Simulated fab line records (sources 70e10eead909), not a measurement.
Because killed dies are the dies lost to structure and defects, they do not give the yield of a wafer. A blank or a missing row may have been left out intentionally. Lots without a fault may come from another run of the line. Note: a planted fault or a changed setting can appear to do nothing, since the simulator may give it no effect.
fab line records	flow nand-harc
record lots=24	wafers=72	last-day=33
route steps=1302 shown A_CHANNEL_HOLE_D1@473 A_CHANNEL_FILL_D1@495 A_DECK1_JOINT@527
lots untouched by any fault: they come from a run of this same line in which no faults occurred
start-h: hours from the record's first day to the start of the lot's first wafer shown	wait-h: hours elapsed since this lot's preceding step	" unchanged from the row above	L1.1+2: a row that stands for several wafers	- value missing, or start not given	* or withheld: withheld	< > ~ a bound
route shown NAME@n: names a module that has steps shown in the file, with the first one's number in the route	usual: mean/standard deviation taken from wafers without a fault	same: alike in all rows	chamber/n: place in a boat	sites: the reading at each site	_std_site: their standard deviation	_edge_site: the outer-site mean with the inner-site mean subtracted	radius-mm: how far each site lies from the wafer's centre	mask NAME#n: copy n	behind: the tool/chamber that last shaped the wafer	hold: why the lot went on hold/how many hours it stayed there/how the hold came to an end	device: the n, p or np transistor that did not switch	end of line: tests run on the same wafers once the route is complete	a step with no rows: only its recipe	killed: the dies lost at the first sort to structure and to defects; this is not the yield of the wafer	map: a wafer's dies, marking killed ones x, the rest . and places with no die _
set.NAME: the setting as run; set.NAME@STEP: as run at that earlier step	model.NAME: the simulator's own value behind a step, which no gauge read
the route's steps for a sample of lots (tables are steps, rows are wafers)
services: when a tool's chamber went out of use (start-h, in hours from the record's first day, below 0 if earlier), for how many hours, and the reason
## steps
# step NHARC_A_CHANNEL_HOLE_D1_ETCH_21
# recipe bias-v=3000	source-w=withheld	pressure-mtorr=20	time-s=514.3	ar-flow-sccm=375	c4f8-flow-sccm=89.3	o2-flow-sccm=35.7	temp-c=-20	target-depth-a=16000	chemistry=C4F8/O2/Ar
# usual drypump-motor-current-A=5.8/0.55	he-backside-leak-sccm=6.1/0.63	oes-air-line-au=0.999/0.021	showerhead-plenum-p-Torr=3.62/0.12	temp-c=-20.00/0.11	throttle-valve-pct=32.155/0.0079
lot.wafer	tool	chamber	start-h	wait-h	drypump-motor-current-A	he-backside-leak-sccm	oes-air-line-au	rf-hours-counter-h	showerhead-plenum-p-Torr	temp-c	throttle-valve-pct
L074.4	har-etch-02	0	176.66	0.3	6.4	6.5	1.001	-	3.67	-19.98	32.163
L074.3	"	1	"	"	6.0	5.6	1.000	-	3.54	-19.88	32.166
L074.6	"	0	"	"	6.4	6.2	1.036	-	3.67	-19.93	32.153
L075.4	har-etch-02	1	194.97	0.3	6.0	5.8	1.007	-	3.54	-19.88	32.151
L075.3	"	0	"	"	6.4	6.7	1.013	-	3.66	-20.17	32.169
L075.5	"	1	"	"	6.1	5.7	1.005	-	3.54	-19.91	32.145
L076.4	har-etch-01	1	202.33	0.3	5.1	5.2	0.996	-	3.73	-19.95	32.158
L076.5	"	0	"	"	5.1	7.8	1.021	-	3.56	-20.04	32.165
L076.6	"	1	"	"	5.1	5.2	1.012	-	3.73	-19.95	32.157
L077.1	har-etch-02	0	214.11	0.3	6.4	6.7	0.996	314	3.66	-19.94	32.160
L077.2	"	1	"	"	6.1	6.6	1.017	314	3.53	-19.88	32.148
L077.4	"	0	"	"	6.4	6.5	1.019	-	3.66	-20.03	32.163
L078.2	har-etch-02	1	222.12	0.3	6.0	6.3	0.999	318	3.53	-19.85	32.147
L078.4	"	1	"	"	6.0	5.9	0.994	-	3.53	-19.90	32.149
L078.6	"	0	"	"	6.4	6.7	0.991	-	3.66	-19.92	32.156
L079.1	har-etch-02	0	230.15	0.3	6.4	6.6	0.957	325	3.65	-19.95	32.167
L079.3	"	0	"	"	6.4	6.7	0.961	-	3.65	-19.91	32.148
L079.5	"	0	"	"	6.4	6.9	0.947	-	3.65	-20.08	32.155
L080.1	har-etch-01	1	236.56	0.3	5.2	5.2	1.040	118	3.72	-20.09	32.152
L080.4	"	1	"	"	5.1	5.1	0.990	-	3.72	-20.13	32.153
L080.5	"	0	"	"	5.1	6.2	0.975	-	3.55	-19.86	32.153
L081.1	har-etch-02	0	252.96	0.3	6.4	6.8	1.000	337	3.65	-20.26	32.157
L081.2	"	1	"	"	6.0	6.0	0.978	337	3.52	-20.12	32.152
L081.4	"	1	"	"	6.0	5.8	1.000	-	3.52	-20.02	32.148
L082.1	har-etch-02	1	267.63	0.3	6.1	6.5	0.965	345	3.51	-19.92	32.145
L082.4	"	1	"	"	6.1	6.0	1.003	-	3.51	-19.87	32.158
L082.6	"	1	"	"	6.1	5.7	0.982	-	3.51	-20.07	32.158
L084.1	har-etch-01	1	277.92	0.3	5.2	5.0	0.989	137	3.71	-20.03	32.154
L084.5	"	1	"	"	5.1	5.3	0.982	-	3.71	-20.03	32.138
L084.6	"	0	"	"	5.1	6.2	0.967	-	3.54	-19.90	32.158
L083.1	har-etch-02	0	278.44	0.3	6.4	6.8	1.019	349	3.64	-20.03	32.161
L083.4	"	0	"	"	6.4	6.7	0.996	-	3.64	-19.94	32.154
L083.6	"	1	"	"	6.0	6.3	0.970	-	3.51	-19.92	32.164
L085.1	har-etch-01	0	290.63	0.3	5.2	6.0	0.982	149	3.53	-20.06	32.151
L085.3	"	0	"	"	5.1	5.8	1.009	-	3.53	-20.00	32.157
L085.5	"	0	"	"	5.2	6.0	0.997	-	3.53	-20.07	32.174
L086.3	har-etch-02	0	299.09	0.3	6.4	6.6	1.016	-	3.63	-20.01	32.165
L086.4	"	1	"	"	6.1	6.1	0.990	-	3.50	-19.87	32.147
L086.6	"	0	"	"	6.4	7.0	1.008	-	3.63	-19.97	32.156
L087.2	har-etch-01	1	314.10	0.3	5.1	5.2	0.974	164	3.69	-19.96	32.164
L087.4	"	1	"	"	5.1	5.0	1.028	-	3.70	-20.00	32.170
L087.6	"	1	"	"	5.1	5.3	1.009	-	3.70	-20.05	32.144
L089.2	har-etch-01	1	325.68	0.3	5.1	5.3	0.994	168	3.69	-19.94	32.148
L089.3	"	0	"	"	5.2	6.4	0.957	-	3.52	-19.88	32.148
L089.5	"	1	"	"	5.1	5.6	1.000	-	3.69	-20.22	32.154
L088.2	har-etch-02	0	326.81	0.3	6.4	7.0	1.009	379	3.62	-20.15	32.152
L088.5	"	1	"	"	6.0	6.3	1.013	-	3.50	-19.88	32.167
L088.6	"	0	"	"	6.4	7.0	1.007	-	3.62	-20.00	32.150
L090.1	har-etch-02	0	344.75	0.5	6.4	6.9	0.972	391	3.62	-20.09	32.144
L090.2	"	0	"	"	6.4	7.1	0.988	-	3.62	-20.21	32.138
L090.6	"	0	"	"	6.4	6.7	1.037	-	3.62	-20.13	32.153
L091.2	har-etch-02	0	352.70	0.3	6.4	7.0	1.014	399	3.61	-20.02	32.149
L091.3	"	1	"	"	6.0	6.2	1.000	-	3.49	-19.98	32.144
L091.5	"	0	"	"	6.4	7.4	1.006	-	3.61	-20.06	32.155
L092.4	har-etch-01	0	366.25	0.3	5.1	6.3	1.005	-	3.51	-20.06	32.154
L092.5	"	1	"	"	5.1	5.8	1.017	-	3.68	-20.00	32.157
L092.6	"	0	"	"	5.1	6.2	0.992	-	3.51	-20.16	32.160
L094.1	har-etch-02	0	372.97	0.3	6.4	6.9	1.033	410	3.61	-19.96	32.165
L094.4	"	1	"	"	6.0	6.1	1.038	-	3.49	-20.03	32.140
L094.3	"	0	"	"	6.4	7.0	0.990	-	3.61	-20.00	32.157
L093.4	har-etch-01	1	374.14	0.3	5.1	5.3	0.987	-	3.67	-20.04	32.153
L093.6	"	1	"	"	5.1	5.4	0.968	-	3.67	-20.18	32.160
L093.5	"	0	"	"	5.1	6.4	0.980	-	3.50	-20.05	32.154
L095.2	har-etch-02	0	398.61	0.3	6.4	5.6	1.014	4	3.93	-19.78	32.161
L095.1	"	1	"	"	6.1	4.6	1.049	4	3.93	-19.98	32.156
L095.6	"	1	"	"	6.1	4.8	1.035	-	3.93	-19.95	32.155
L096.2	har-etch-01	1	399.76	0.3	5.1	5.4	1.079	217	3.67	-19.91	32.154
L096.6	"	1	"	"	5.1	5.3	0.994	-	3.67	-19.83	32.152
L096.5	"	0	"	"	5.2	6.4	0.988	-	3.50	-20.05	32.147
L097.2	har-etch-02	1	411.47	0.3	6.0	5.1	0.988	16	3.92	-19.97	32.164
L097.1	"	0	"	"	6.4	5.6	0.997	16	3.92	-20.22	32.143
L097.5	"	1	"	"	6.0	5.3	0.982	-	3.92	-20.19	32.151
# step NHARC_A_CHANNEL_FILL_D1_ALD_15
# recipe target-thk-a=20	pulse-time-s=60	ald-cycles=19	temp-c=630	pressure-torr=2	material=SiNx
# usual precursor-pulse-height-rel=1.000/0.022
lot.wafer	tool	chamber	start-h	wait-h	precursor-pulse-height-rel
L074.3	ald-sin-batch-01	0	-	-	1.018
L074.4	"	0	"	"	1.022
L074.6	"	0	"	"	1.007
L075.3	ald-sin-batch-01	0	-	-	0.998
L075.4	"	0	"	"	0.936
L075.5	"	0	"	"	0.984
L076.4	ald-sin-batch-01	0	-	-	0.987
L076.5	"	0	"	"	0.984
L076.6	"	0	"	"	1.016
L077.1	ald-sin-batch-02	0	-	-	1.040
L077.2	"	0	"	"	0.969
L077.4	"	0	"	"	0.961
L078.2	ald-sin-batch-01	0	-	-	1.044
L078.4	"	0	"	"	0.975
L078.6	"	0	"	"	1.010
L079.1	ald-sin-batch-03	0	-	-	0.993
L079.3	"	0	"	"	0.977
L079.5	"	0	"	"	0.963
L080.1	ald-sin-batch-03	0	-	-	1.024
L080.4	"	0	"	"	1.021
L080.5	"	0	"	"	1.022
L081.1	ald-sin-batch-03	0	-	-	1.002
L081.2	"	0	"	"	1.021
L081.4	"	0	"	"	1.021
L082.1	ald-sin-batch-01	0	-	-	0.994
L082.4	"	0	"	"	1.012
L082.6	"	0	"	"	0.996
L083.1	ald-sin-batch-01	0	-	-	1.020
L083.4	"	0	"	"	1.039
L083.6	"	0	"	"	1.006
L084.1	ald-sin-batch-01	0	-	-	0.967
L084.5	"	0	"	"	1.017
L084.6	"	0	"	"	0.996
L085.1	ald-sin-batch-03	0	-	-	1.002
L085.3	"	0	"	"	1.024
L085.5	"	0	"	"	1.024
L086.3	ald-sin-batch-01	0	-	-	0.950
L086.4	"	0	"	"	1.032
L086.6	"	0	"	"	1.011
L087.2	ald-sin-batch-01	0	-	-	1.032
L087.4	"	0	"	"	1.016
L087.6	"	0	"	"	1.010
L088.2	ald-sin-batch-02	0	-	-	1.014
L088.5	"	0	"	"	1.003
L088.6	"	0	"	"	1.036
L089.2	ald-sin-batch-02	0	-	-	0.988
L089.3	"	0	"	"	1.007
L089.5	"	0	"	"	1.003
L090.1	ald-sin-batch-03	0	-	-	0.995
L090.2	"	0	"	"	1.037
L090.6	"	0	"	"	0.994
L091.2	ald-sin-batch-03	0	-	-	1.006
L091.3	"	0	"	"	0.986
L091.5	"	0	"	"	1.006
L092.4	ald-sin-batch-01	0	-	-	0.981
L092.5	"	0	"	"	0.986
L092.6	"	0	"	"	1.014
L093.4	ald-sin-batch-01	0	-	-	0.975
L093.5	"	0	"	"	1.039
L093.6	"	0	"	"	0.999
L094.1	ald-sin-batch-01	0	-	-	1.016
L094.3	"	0	"	"	1.031
L094.4	"	0	"	"	0.993
L095.1	ald-sin-batch-01	0	-	-	0.991
L095.2	"	0	"	"	1.004
L095.6	"	0	"	"	1.023
L096.2	ald-sin-batch-01	0	-	-	1.009
L096.5	"	0	"	"	0.962
L096.6	"	0	"	"	1.043
L097.1	ald-sin-batch-03	0	-	-	1.000
L097.2	"	0	"	"	0.987
L097.5	"	0	"	"	1.006
# step NHARC_A_CHANNEL_FILL_D1_CMP_10
# recipe target-thk-nm=150
# usual motor-current-A=12.3/0.83	time-to-endpoint-s=14.8/2
lot.wafer	tool	chamber	start-h	wait-h	motor-current-A	time-to-endpoint-s
L074.3	cmp-01	0	232.73	0.4	12.9	15.3
L074.4	"	3	"	"	10.6	17.4
L074.6	"	1	"	"	12.4	18.0
L075.4	cmp-01	1	249.50	0.4	13.3	16.0
L075.3	"	2	"	"	12.1	13.6
L075.5	"	3	"	"	11.1	16.6
L076.4	cmp-03	3	256.63	0.4	11.2	14.4
L076.5	"	0	"	"	12.1	16.3
L076.6	"	1	"	"	12.8	14.6
L077.4	cmp-02	1	269.05	0.4	11.8	13.7
L077.1	"	3	"	"	12.0	17.8
L077.2	"	0	"	"	12.3	15.8
L078.4	cmp-01	1	274.89	0.4	12.7	16.0
L078.2	"	3	"	"	10.0	14.3
L078.6	"	0	"	"	12.8	15.2
L079.3	cmp-03	0	283.11	0.4	12.4	15.2
L079.1	"	1	"	"	13.5	16.4
L079.5	"	3	"	"	11.5	15.8
L080.1	cmp-02	0	289.37	0.4	12.7	15.4
L080.4	"	3	"	"	12.4	13.9
L080.5	"	1	"	"	12.4	13.4
L081.2	cmp-01	2	308.28	0.4	13.2	15.1
L081.1	"	3	"	"	10.9	15.9
L081.4	"	1	"	"	13.0	13.6
L082.1	cmp-02	1	321.11	0.4	12.0	15.2
L082.4	"	3	"	"	12.5	17.0
L082.6	"	1	"	"	11.9	16.4
L084.1	cmp-03	0	334.13	0.4	12.6	17.2
L084.5	"	0	"	"	12.8	17.9
L084.6	"	1	"	"	13.3	19.6
L083.4	cmp-01	3	334.18	0.4	10.8	15.1
L083.1	"	0	"	"	12.7	14.1
L083.6	"	2	"	"	12.7	13.9
L085.3	cmp-03	3	347.43	0.4	11.6	9.4
L085.1	"	1	"	"	13.2	13.6
L085.5	"	3	"	"	11.3	12.9
L086.3	cmp-01	2	354.15	0.4	12.1	16.7
L086.4	"	0	"	"	12.0	17.8
L086.6	"	3	"	"	11.3	18.6
L087.2	cmp-02	3	367.36	0.4	12.9	14.6
L087.4	"	0	"	"	12.8	14.9
L087.6	"	2	"	"	12.1	13.3
L089.3	cmp-01	2	378.67	0.4	13.1	14.9
L089.2	"	3	"	"	10.5	16.1
L089.5	"	3	"	"	10.8	16.5
L088.2	cmp-03	3	378.74	0.4	11.6	11.2
L088.5	"	0	"	"	12.4	11.8
L088.6	"	1	"	"	13.1	12.2
L090.1	cmp-01	0	403.51	0.4	13.1	12.5
L090.2	"	2	"	"	13.2	13.0
L090.6	"	1	"	"	12.8	13.9
L091.2	cmp-01	0	406.36	0.4	13.0	13.0
L091.3	"	1	"	"	12.4	14.2
L091.5	"	2	"	"	12.8	12.8
L092.4	cmp-02	0	419.76	0.4	12.5	14.6
L092.5	"	2	"	"	11.1	11.7
L092.6	"	3	"	"	13.2	15.6
L094.4	cmp-03	2	428.58	0.4	12.0	17.0
L094.1	"	3	"	"	11.2	14.3
L094.3	"	0	"	"	12.2	14.7
L093.4	cmp-01	2	428.63	0.4	12.6	14.3
L093.5	"	3	"	"	10.7	17.1
L093.6	"	0	"	"	13.0	12.9
L095.1	cmp-02	1	451.69	0.4	11.9	13.2
L095.2	"	2	"	"	11.8	14.8
L095.6	"	3	"	"	12.5	16.1
L096.2	cmp-01	0	451.72	0.4	12.7	16.4
L096.5	"	1	"	"	12.6	16.1
L096.6	"	2	"	"	13.1	13.6
L097.1	cmp-01	0	467.14	0.4	12.8	11.3
L097.2	"	1	"	"	12.5	14.1
L097.5	"	0	"	"	12.2	11.8
# step NHARC_A_DECK1_JOINT_CMP_13
# recipe target-thk-nm=51.023
# usual motor-current-A=12.1/0.85	time-to-endpoint-s=8.6/2.2
lot.wafer	tool	chamber	start-h	wait-h	motor-current-A	time-to-endpoint-s
L074.4	cmp-01	0	243.53	0.4	13.0	6.7
L074.3	"	1	"	"	12.5	10.6
L074.6	"	0	"	"	12.2	8.5
L075.3	cmp-04	1	260.22	0.4	10.9	6.8
L075.4	"	2	"	"	10.8	3.8
L075.5	"	0	"	"	11.4	6.5
L076.4	cmp-04	3	267.34	0.4	12.8	8.6
L076.5	"	2	"	"	10.8	9.5
L076.6	"	3	"	"	12.3	8.0
L077.2	cmp-03	3	279.80	0.4	11.4	11.3
L077.1	"	1	"	"	12.8	10.6
L077.4	"	2	"	"	11.9	10.7
L078.4	cmp-03	3	285.67	0.4	11.1	7.7
L078.2	"	1	"	"	13.7	12.6
L078.6	"	3	"	"	11.0	7.9
L079.1	cmp-03	1	293.93	0.4	12.8	10.1
L079.3	"	3	"	"	11.5	9.3
L079.5	"	1	"	"	13.7	11.1
L080.1	cmp-04	1	300.24	0.4	11.7	6.3
L080.4	"	2	"	"	11.0	7.9
L080.5	"	3	"	"	12.9	8.5
L081.2	cmp-04	0	318.95	0.4	11.2	6.2
L081.1	"	1	"	"	11.2	4.4
L081.4	"	2	"	"	11.1	7.1
L082.1	cmp-01	1	331.98	0.4	12.0	8.9
L082.4	"	3	"	"	10.6	9.6
L082.6	"	0	"	"	12.4	8.4
L084.1	cmp-01	2	349.26	0.4	11.8	12.4
L084.5	"	1	"	"	13.0	9.8
L084.6	"	2	"	"	12.7	13.9
L083.4	cmp-03	3	349.26	0.4	11.8	6.6
L083.1	"	1	"	"	13.0	8.9
L083.6	"	3	"	"	12.1	8.0
L085.3	cmp-04	2	358.20	0.4	10.6	4.7
L085.1	"	0	"	"	11.3	6.4
L085.5	"	2	"	"	11.4	7.4
L086.3	cmp-04	1	364.87	0.4	11.6	7.9
L086.4	"	3	"	"	13.3	11.4
L086.6	"	2	"	"	11.3	7.5
L087.4	cmp-01	2	377.99	0.4	12.5	9.5
L087.2	"	3	"	"	10.8	11.1
L087.6	"	0	"	"	13.1	10.8
L089.2	cmp-04	1	389.38	0.4	11.1	11.4
L089.3	"	0	"	"	12.0	12.5
L089.5	"	1	"	"	11.5	10.6
L088.2	cmp-01	2	389.43	0.4	13.1	8.9
L088.6	"	1	"	"	12.3	9.6
L088.5	"	2	"	"	12.5	8.0
L090.1	cmp-01	1	414.32	0.4	12.9	9.5
L090.2	"	0	"	"	12.4	8.1
L090.6	"	2	"	"	12.8	8.9
L091.2	cmp-03	3	416.90	0.4	11.5	8.4
L091.3	"	1	"	"	13.5	9.7
L091.5	"	3	"	"	11.5	10.2
L092.4	cmp-04	1	432.24	0.4	11.4	4.7
L092.5	"	0	"	"	11.6	6.9
L092.6	"	1	"	"	11.7	4.6
L094.3	cmp-01	0	439.29	0.4	12.2	5.7
L094.1	"	1	"	"	12.4	8.8
L094.4	"	2	"	"	12.5	7.1
L093.4	cmp-04	1	439.37	0.4	11.5	4.4
L093.6	"	3	"	"	12.9	5.7
L093.5	"	0	"	"	11.2	4.5
L095.2	cmp-03	0	462.35	0.4	12.3	6.8
L095.1	"	3	"	"	11.4	9.3
L095.6	"	0	"	"	12.7	7.6
L096.2	cmp-01	2	462.40	0.4	12.5	9.3
L096.6	"	0	"	"	12.3	9.3
L096.5	"	1	"	"	12.3	9.8
L097.1	cmp-03	1	477.97	0.4	13.1	10.1
L097.2	"	2	"	"	11.9	11.2
L097.5	"	0	"	"	12.8	8.6
# step NHARC_A_DECK1_JOINT_CMP_02
# recipe material=SiOx
# usual motor-current-A=12.1/0.85
lot.wafer	tool	chamber	start-h	wait-h	motor-current-A
L074.4	cmp-04	3	268.14	0.4	12.5
L074.3	"	1	"	"	11.5
L074.6	"	3	"	"	13.3
L075.4	cmp-04	3	287.54	0.4	13.9
L075.3	"	1	"	"	11.7
L075.5	"	2	"	"	11.0
L076.4	cmp-04	1	290.30	0.4	11.8
L076.6	"	0	"	"	11.4
L076.5	"	1	"	"	12.1
L077.4	cmp-04	3	304.24	0.4	12.6
L077.1	"	0	"	"	11.9
L077.2	"	2	"	"	11.4
L078.2	cmp-03	0	312.81	0.4	13.1
L078.4	"	3	"	"	11.6
L078.6	"	0	"	"	12.0
L080.1	cmp-01	0	323.85	0.4	13.0
L080.4	"	1	"	"	11.8
L080.5	"	3	"	"	10.7
L079.1	cmp-03	1	324.24	0.4	13.7
L079.3	"	2	"	"	12.8
L079.5	"	0	"	"	12.2
L081.4	cmp-01	0	343.21	0.4	13.3
L081.2	"	1	"	"	12.8
L081.1	"	2	"	"	13.4
L082.1	cmp-01	2	358.21	0.4	13.1
L082.4	"	3	"	"	10.7
L082.6	"	1	"	"	12.3
L084.1	cmp-01	2	372.09	0.4	12.6
L084.6	"	3	"	"	10.7
L084.5	"	0	"	"	13.2
L083.1	cmp-04	3	372.20	0.5	13.1
L083.4	"	0	"	"	12.3
L083.6	"	1	"	"	11.8
L086.3	cmp-04	3	386.66	0.4	13.3
L086.4	"	2	"	"	10.9
L086.6	"	0	"	"	11.3
L085.3	cmp-03	3	386.66	0.4	11.7
L085.1	"	2	"	"	12.3
L085.5	"	3	"	"	11.5
L087.2	cmp-01	2	407.12	0.4	13.3
L087.4	"	3	"	"	10.4
L087.6	"	1	"	"	12.6
L089.3	cmp-04	2	414.73	0.4	11.5
L089.2	"	0	"	"	11.5
L089.5	"	3	"	"	12.5
L088.2	cmp-03	1	414.81	0.4	13.4
L088.5	"	2	"	"	12.1
L088.6	"	3	"	"	10.9
L091.3	cmp-04	0	438.34	0.4	11.8
L091.2	"	2	"	"	11.5
L091.5	"	0	"	"	11.3
L090.2	cmp-03	0	438.37	0.4	12.3
L090.1	"	1	"	"	12.6
L090.6	"	3	"	"	11.6
L092.4	cmp-04	3	453.59	0.4	13.0
L092.5	"	3	"	"	13.9
L092.6	"	0	"	"	11.2
L094.4	cmp-01	3	460.77	0.4	10.7
L094.1	"	0	"	"	13.4
L094.3	"	1	"	"	13.3
L093.4	cmp-04	3	460.82	0.4	12.8
L093.5	"	1	"	"	11.4
L093.6	"	2	"	"	10.7
L095.1	cmp-03	0	484.02	0.4	12.6
L095.2	"	2	"	"	13.2
L095.6	"	3	"	"	11.5
L096.2	cmp-04	3	484.05	0.4	12.9
L096.5	"	1	"	"	11.4
L096.6	"	2	"	"	10.9
L097.1	cmp-03	2	507.42	0.4	12.7
L097.2	"	1	"	"	13.6
L097.5	"	2	"	"	12.3
# step NHARC_A_DECK1_JOINT_DEP_16
# recipe target-thk-a=450	temp-c=400	pressure-torr=6.5	rf-w=900	teos-flow-sccm=161.4	flow-sccm=2650	target-thk-nm=45	gas=O2	material=SiO2
# usual heater-power-w=495/63	throttle-valve-pct=16.1/0.43
lot.wafer	tool	chamber	start-h	wait-h	heater-power-w	throttle-valve-pct
L074.3	pecvd-04	1	268.56	0.1	437	15.8
L074.6	"	0	"	"	418	16.4
L074.4	"	1	"	"	434	16.1
L075.3	pecvd-02	2	287.97	0.1	572	15.9
L075.4	"	0	"	"	468	16.3
L075.5	"	2	"	"	576	15.8
L076.5	pecvd-01	0	290.76	0.2	488	16.4
L076.4	"	1	"	"	514	16.0
L076.6	"	2	"	"	540	16.7
L077.2	pecvd-01	1	304.63	0.1	458	16.0
L077.1	"	0	"	"	444	16.5
L077.4	"	0	"	"	440	16.3
L078.2	pecvd-04	1	313.23	0.1	547	15.8
L078.6	"	0	"	"	505	16.3
L078.4	"	2	"	"	431	16.1
L080.1	pecvd-01	0	324.19	0.1	484	16.4
L080.4	"	0	"	"	484	16.4
L080.5	"	1	"	"	493	15.4
L079.3	pecvd-01	1	324.62	0.1	384	15.3
L079.1	"	2	"	"	533	16.7
L079.5	"	0	"	"	448	16.1
L081.2	pecvd-01	0	343.63	0.1	451	16.6
L081.1	"	1	"	"	519	15.4
L081.4	"	1	"	"	509	15.3
L082.1	pecvd-04	2	358.55	0.1	407	16.0
L082.6	"	0	"	"	461	16.6
L082.4	"	1	"	"	558	15.8
L084.1	pecvd-04	0	372.47	0.1	415	16.3
L084.6	"	1	"	"	504	16.0
L084.5	"	2	"	"	404	16.1
L083.1	pecvd-02	0	372.60	0.1	501	16.1
L083.4	"	1	"	"	620	15.3
L083.6	"	2	"	"	541	16.5
L085.1	pecvd-02	0	387.07	0.1	497	16.0
L085.3	"	2	"	"	558	16.2
L085.5	"	2	"	"	556	16.0
L086.3	pecvd-01	0	387.12	0.1	493	16.5
L086.4	"	1	"	"	398	15.7
L086.6	"	2	"	"	525	16.8
L087.2	pecvd-01	1	407.51	0.1	461	15.7
L087.6	"	2	"	"	513	16.7
L087.4	"	1	"	"	449	15.5
L089.2	pecvd-04	2	415.15	0.1	471	16.1
L089.3	"	0	"	"	412	16.5
L089.5	"	1	"	"	523	16.2
L088.2	pecvd-04	0	415.35	0.3	485	16.6
L088.6	"	2	"	"	359	16.2
L088.5	"	0	"	"	499	16.5
L091.3	pecvd-02	0	438.79	0.1	445	16.3
L091.2	"	1	"	"	644	15.7
L091.5	"	1	"	"	616	15.4
L090.2	pecvd-01	2	438.83	0.2	488	16.7
L090.1	"	0	"	"	438	16.8
L090.6	"	0	"	"	437	16.9
L092.4	pecvd-02	0	454.08	0.2	544	16.3
L092.6	"	1	"	"	544	15.9
L092.5	"	2	"	"	531	15.8
L094.3	pecvd-01	2	461.18	0.1	490	16.7
L094.1	"	1	"	"	444	15.6
L094.4	"	1	"	"	443	15.7
L093.4	pecvd-02	1	461.25	0.2	615	15.6
L093.6	"	2	"	"	519	15.7
L093.5	"	0	"	"	423	16.4
L095.2	pecvd-01	2	484.41	0.1	529	16.5
L095.1	"	1	"	"	454	15.6
L095.6	"	1	"	"	441	15.5
L096.2	pecvd-04	2	484.45	0.1	472	15.4
L096.6	"	1	"	"	602	15.4
L096.5	"	2	"	"	482	15.5
L097.1	pecvd-02	1	507.81	0.1	513	15.6
L097.2	"	2	"	"	629	16.0
L097.5	"	2	"	"	606	15.9
## services
tool	chamber	start-h	hours	kind
cmp-03	-	157.19	2.0	repair
cmp-03	-	163.10	4.0	pm
cmp-04	-	166.10	0.3	repair
cmp-01	-	179.81	1.3	repair
cmp-01	-	185.50	4.0	pm
cmp-03	-	192.84	0.7	repair
cmp-04	-	206.57	0.9	repair
cmp-04	-	209.08	4.0	pm
cmp-01	-	227.82	3.5	repair
cmp-03	-	261.10	4.0	pm
cmp-01	-	270.18	2.5	repair
cmp-01	-	283.55	4.0	pm
cmp-04	-	296.77	1.7	repair
cmp-04	-	307.08	4.0	pm
cmp-03	-	314.54	4.1	repair
cmp-04	-	326.02	3.5	repair
cmp-03	-	359.10	4.0	pm
cmp-04	-	381.52	0.8	repair
cmp-01	-	381.66	4.0	pm
cmp-03	-	400.16	0.5	repair
cmp-04	-	405.08	4.0	pm
cmp-03	-	451.12	0.5	repair
cmp-03	-	454.50	1.3	repair
cmp-01	-	479.76	4.0	pm
## key
fault none
